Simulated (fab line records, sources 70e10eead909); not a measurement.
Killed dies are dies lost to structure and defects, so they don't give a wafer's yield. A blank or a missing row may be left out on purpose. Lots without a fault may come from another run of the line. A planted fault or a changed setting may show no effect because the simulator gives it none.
fab line records | flow nand_harc | part 2 of 2: steps 4 to 6 of 6
record lots=24 wafers=72 last_day=34
route steps=1302 shown A_STAIRCASE@743
lots that met no fault: from a run of the same line without faults
start_h: hours from the record's first day to the start of the lot's first wafer shown | wait_h: hours since the lot's step before | " the same as in the row above | L1.1+2: a row that stands for several wafers | - no value, or no start given | * or withheld: withheld | < > ~ a bound
route shown NAME@n: a module of which the file shows steps, and the number in the route of the first | usual: mean/standard deviation of fault-free wafers | same: alike in all rows | chamber/n: place in a boat | sites: the reading at each site | _std_site: their standard deviation | _edge_site: outer sites' mean less inner sites' | radius_mm: how far each site lies from the wafer's centre | mask NAME#n: copy n | behind: the tool/chamber that last shaped the wafer | hold: why the lot was held/for how many hours/how that ended | device: the transistor (n, p or np) that didn't switch | end of line: the same wafers' tests at the end of the route | a step without rows: its recipe alone | killed: dies lost to structure and defects at the first sort, not the wafer's yield | map: a wafer's dies, x killed, . not, _ none there
set.NAME: the setting as run; set.NAME@STEP: as run at that earlier step | model.NAME: the simulator's own value behind a step, which no gauge read
steps of the route over a sample of lots; a table a step, a row a wafer
services: from which hour (start_h, from the record's first day; less than 0 if before it) a tool's chamber was out of use, for how many hours, and why
## steps
# step NHARC_A_STAIRCASE_HM_DEP_456
# recipe target_thk_a=31000 temp_c=400 material=aC
# usual throttle_valve_pct=35.001/0.0092
# columns lot.wafer tool chamber start_h wait_h throttle_valve_pct
L076.2 acl_dep-03 0 374.82 - 35.005
L076.3 " 0 " " 35.015
L076.6 " 0 " " 34.982
L075.1 acl_dep-02 0 375.00 - 34.991
L075.3 " 0 " " 35.002
L075.4 " 0 " " 35.005
L074.2 acl_dep-01 0 382.53 - 34.994
L074.3 " 0 " " 34.978
L074.4 " 0 " " 35.002
L078.1 acl_dep-02 0 408.93 - 34.999
L078.4 " 0 " " 35.003
L078.5 " 0 " " 34.993
L077.2 acl_dep-02 0 415.04 - 35.023
L077.3 " 0 " " 35.001
L077.6 " 0 " " 34.993
L080.3 acl_dep-03 0 420.07 - 34.999
L080.4 " 0 " " 35.012
L080.5 " 0 " " 35.003
L079.1 acl_dep-02 0 423.63 - 35.003
L079.4 " 0 " " 34.996
L079.6 " 0 " " 34.994
L081.2 acl_dep-01 0 447.18 - 35.006
L081.3 " 0 " " 34.987
L081.6 " 0 " " 34.989
L082.1 acl_dep-02 0 456.78 - 35.021
L082.5 " 0 458.01 - 35.000
L082.6 " 0 " " 34.998
L083.3 acl_dep-01 0 457.32 - 34.995
L083.4 " 0 " " 34.990
L083.6 " 0 " " 34.999
L084.3 acl_dep-02 0 471.89 - 35.015
L084.4 " 0 " " 34.998
L084.6 " 0 " " 34.990
L085.3 acl_dep-02 0 473.73 - 35.003
L085.5 " 0 " " 35.001
L085.6 " 0 " " 34.998
L086.2 acl_dep-01 0 495.58 - 35.010
L086.4 " 0 " " 34.998
L086.6 " 0 " " 35.022
L088.2 acl_dep-03 0 504.66 - 35.012
L088.3 " 0 " " 35.004
L088.5 " 0 " " 35.018
L089.2 acl_dep-02 0 506.08 - 35.000
L089.3 " 0 " " 35.002
L089.4 " 0 " " 34.997
L087.2 acl_dep-01 0 508.11 - 34.993
L087.5 " 0 " " 35.000
L087.6 " 0 " " 34.991
L091.2 acl_dep-02 0 518.65 - 35.002
L091.4 " 0 " " 35.008
L091.5 " 0 " " 35.020
L090.1 acl_dep-03 0 524.67 - 35.008
L090.2 " 0 " " 35.006
L090.3 " 0 " " 35.004
L092.2 acl_dep-02 0 545.47 - 34.998
L092.4 " 0 " " 35.000
L092.5 " 0 " " 34.994
L093.1 acl_dep-02 0 546.98 - 35.013
L093.2 " 0 " " 35.010
L093.4 " 0 " " 34.994
L094.1 acl_dep-01 0 570.85 - 34.997
L094.2 " 0 " " 35.007
L094.4 " 0 " " 34.994
L096.2 acl_dep-01 0 584.97 - 34.997
L096.4 " 0 " " 34.999
L096.6 " 0 " " 34.999
L095.2 acl_dep-02 0 589.31 - 35.005
L095.4 " 0 " " 35.015
L095.5 " 0 " " 34.991
L097.2 acl_dep-02 0 604.81 - 34.995
L097.4 " 0 " " 34.997
L097.6 " 0 " " 35.007
# step NHARC_A_STAIRCASE_ETCH_273
# recipe target_depth_a=1.02e+05 time_s=2468.6 ion_energy_ev=800 c4f8_flow_sccm=80 o2_flow_sccm=60 ar_flow_sccm=withheld rf_w=600 bias_w=3000 chemistry=C4F8/O2/Ar
# usual oes_product_au=0.935/0.0098 rf_vpp_V=1829/13
# columns lot.wafer tool chamber start_h wait_h oes_product_au rf_hours_counter_h rf_vpp_V
L076.3 rie_diel-05 0 - - 0.948 47 1837
L076.2 " 2 " " 0.939 46 1836
L076.6 " 0 " " 0.944 - 1837
L075.1 rie_diel-07 0 - - 0.938 26 1808
L075.4 " 1 " " 0.926 25 1813
L075.3 " 3 " " 0.925 21 1841
L074.2 rie_diel-07 3 - - 0.933 23 1841
L074.3 " 0 " " 0.925 28 1809
L074.4 " 1 " " 0.927 27 1813
L078.1 rie_diel-07 2 - - 0.943 36 1824
L078.4 " 3 " " 0.921 - 1840
L078.5 " 0 " " 0.940 - 1806
L077.3 rie_diel-05 2 - - 0.946 0 1834
L077.2 " 3 " " 0.934 0 1822
L077.6 " 2 " " 0.954 - 1835
L080.4 rie_diel-05 1 - - 0.941 1 1841
L080.3 " 0 " " 0.936 1 1837
L080.5 " 1 " " 0.935 - 1841
L079.4 rie_diel-07 2 - - 0.951 40 1823
L079.1 " 0 " " 0.940 48 1807
L079.6 " 2 " " 0.936 - 1824
L081.2 rie_diel-05 3 - - 0.925 9 1824
L081.3 " 0 " " 0.941 10 1837
L081.6 " 2 " " 0.941 - 1834
L083.4 rie_diel-07 0 - - 0.933 57 1807
L083.3 " 2 " " 0.942 55 1823
L083.6 " 1 " " 0.921 - 1813
L082.1 rie_diel-05 3 - - 0.932 12 1822
L082.6 " 1 " " 0.948 - 1840
L082.5 " 2 " " 0.942 - 1835
L084.3 rie_diel-05 3 - - 0.947 16 1822
L084.4 " 1 " " 0.936 16 1840
L084.6 " 0 " " 0.937 - 1837
L085.3 rie_diel-13 3 - - 0.939 40 1813
L085.6 " 0 " " 0.924 - 1814
L085.5 " 1 " " 0.929 - 1836
L086.2 rie_diel-07 2 - - 0.922 4 1822
L086.4 " 3 " " 0.941 - 1840
L086.6 " 0 " " 0.938 - 1846
L088.2 rie_diel-07 0 - - 0.936 9 1847
L088.3 " 1 " " 0.927 6 1811
L088.5 " 3 " " 0.924 - 1840
L089.3 rie_diel-13 3 - - 0.944 51 1811
L089.2 " 0 " " 0.925 50 1814
L089.4 " 1 " " 0.937 50 1835
L087.2 rie_diel-07 1 - - 0.926 8 1812
L087.5 " 3 " " 0.924 - 1840
L087.6 " 1 " " 0.928 - 1812
L091.2 rie_diel-07 1 - - 0.917 13 1810
L091.5 " 0 " " 0.930 - 1847
L091.4 " 3 " " 0.931 - 1840
L090.1 rie_diel-07 1 - - 0.938 15 1810
L090.2 " 3 " " 0.934 17 1838
L090.3 " 0 " " 0.938 17 1847
L092.2 rie_diel-05 3 - - 0.934 41 1823
L092.4 " 1 " " 0.947 45 1838
L092.5 " 3 " " 0.934 - 1822
L093.1 rie_diel-13 3 - - 0.932 4 1811
L093.4 " 1 " " 0.926 4 1835
L093.2 " 2 " " 0.926 4 1845
L094.4 rie_diel-07 2 - - 0.928 7 1824
L094.2 " 3 " " 0.926 38 1838
L094.1 " 1 " " 0.937 35 1810
L096.4 rie_diel-13 2 - - 0.936 16 1844
L096.2 " 3 " " 0.941 18 1811
L096.6 " 1 " " 0.955 - 1836
L095.2 rie_diel-13 0 - - 0.928 21 1813
L095.4 " 1 " " 0.929 19 1835
L095.5 " 0 " " 0.928 - 1810
L097.2 rie_diel-07 3 - - 0.930 52 1838
L097.4 " 1 " " 0.916 48 1809
L097.6 " 3 " " 0.929 - 1839
# step NHARC_A_STAIRCASE_HM_DEP_462
# recipe target_thk_a=8000 temp_c=400 material=aC
# usual throttle_valve_pct=34.999/0.01
# columns lot.wafer tool chamber start_h wait_h throttle_valve_pct
L076.2 acl_dep-01 0 390.27 1.1 34.986
L076.3 " 0 " " 34.980
L076.6 " 0 " " 35.002
L075.1 acl_dep-03 0 392.84 2.7 35.004
L075.3 " 0 " " 34.989
L075.4 " 0 " " 35.011
L074.2 acl_dep-01 0 395.76 2.5 35.006
L074.3 " 0 " " 35.002
L074.4 " 0 " " 34.989
L078.1 acl_dep-03 0 422.59 2.2 35.028
L078.4 " 0 " " 34.991
L078.5 " 0 " " 34.997
L077.2 acl_dep-03 0 429.20 0.4 35.007
L077.3 " 0 " " 34.999
L077.6 " 0 " " 35.014
L080.3 acl_dep-01 0 432.55 2.0 34.989
L080.4 " 0 " " 34.989
L080.5 " 0 " " 35.009
L079.1 acl_dep-03 0 436.22 0.1 34.996
L079.4 " 0 " " 34.997
L079.6 " 0 " " 34.999
L081.2 acl_dep-02 0 459.56 1.7 35.009
L081.3 " 0 " " 34.998
L081.6 " 0 " " 35.010
L083.3 acl_dep-01 0 468.63 0.7 34.998
L083.4 " 0 " " 34.987
L083.6 " 0 " " 34.991
L082.1 acl_dep-01 0 470.05 0.1 35.003
L082.5 " 0 471.28 1.3 35.003
L082.6 " 0 " " 35.002
L084.3 acl_dep-02 0 485.55 0.7 34.995
L084.4 " 0 " " 34.993
L084.6 " 0 " " 35.009
L085.3 acl_dep-01 0 490.22 4.3 35.008
L085.5 " 0 " " 34.989
L085.6 " 0 " " 35.002
L086.2 acl_dep-03 0 509.64 0.4 35.011
L086.4 " 0 " " 34.995
L086.6 " 0 " " 34.999
L088.2 acl_dep-01 0 517.54 0.4 34.997
L088.3 " 0 " " 35.002
L088.5 " 0 " " 35.014
L089.2 acl_dep-03 0 518.23 0.4 35.009
L089.3 " 0 " " 35.012
L089.4 " 0 " " 34.988
L087.2 acl_dep-03 0 520.14 0.4 34.991
L087.5 " 0 " " 34.984
L087.6 " 0 " " 35.009
L091.2 acl_dep-02 0 536.65 3.4 35.003
L091.4 " 0 " " 35.010
L091.5 " 0 " " 35.002
L090.1 acl_dep-01 0 539.11 0.3 34.995
L090.2 " 0 " " 35.002
L090.3 " 0 " " 34.997
L092.2 acl_dep-03 0 557.19 1.3 35.002
L092.4 " 0 " " 34.994
L092.5 " 0 " " 35.011
L093.1 acl_dep-03 0 561.98 3.8 34.990
L093.2 " 0 " " 34.990
L093.4 " 0 " " 35.002
L094.1 acl_dep-02 0 587.17 1.8 35.007
L094.2 " 0 " " 35.001
L094.4 " 0 " " 34.996
L096.2 acl_dep-01 0 597.94 2.0 35.017
L096.4 " 0 " " 34.987
L096.6 " 0 " " 34.988
L095.2 acl_dep-01 0 601.64 1.8 35.005
L095.4 " 0 " " 35.003
L095.5 " 0 " " 34.983
L097.2 acl_dep-01 0 621.15 5.7 35.010
L097.4 " 0 " " 35.003
L097.6 " 0 " " 35.001
## services
# columns tool chamber start_h hours kind
rie_diel-07 0 352.35 - clean
rie_diel-07 1 352.35 - clean
rie_diel-07 2 352.35 - clean
rie_diel-07 3 352.35 - clean
acl_dep-01 - 369.23 13.0 pm
rie_diel-07 0 376.85 - clean
rie_diel-07 1 376.85 - clean
rie_diel-05 3 399.97 5.3 repair
rie_diel-07 1 400.98 15.2 repair
rie_diel-05 - 407.97 9.0 pm
acl_dep-02 - 429.21 13.0 pm
rie_diel-05 3 438.00 8.6 repair
rie_diel-05 1 447.27 2.6 repair
rie_diel-07 - 471.39 9.0 pm
acl_dep-03 - 482.78 13.0 pm
rie_diel-07 1 497.00 2.0 repair
rie_diel-07 2 505.24 65.9 repair
rie_diel-13 - 521.21 9.0 pm
acl_dep-01 - 550.88 13.0 pm
rie_diel-05 - 584.97 9.0 pm
rie_diel-13 - 597.85 0.8 repair
rie_diel-05 2 602.38 11.2 repair
acl_dep-02 - 612.85 13.0 pm
rie_diel-07 0 619.56 4.4 repair
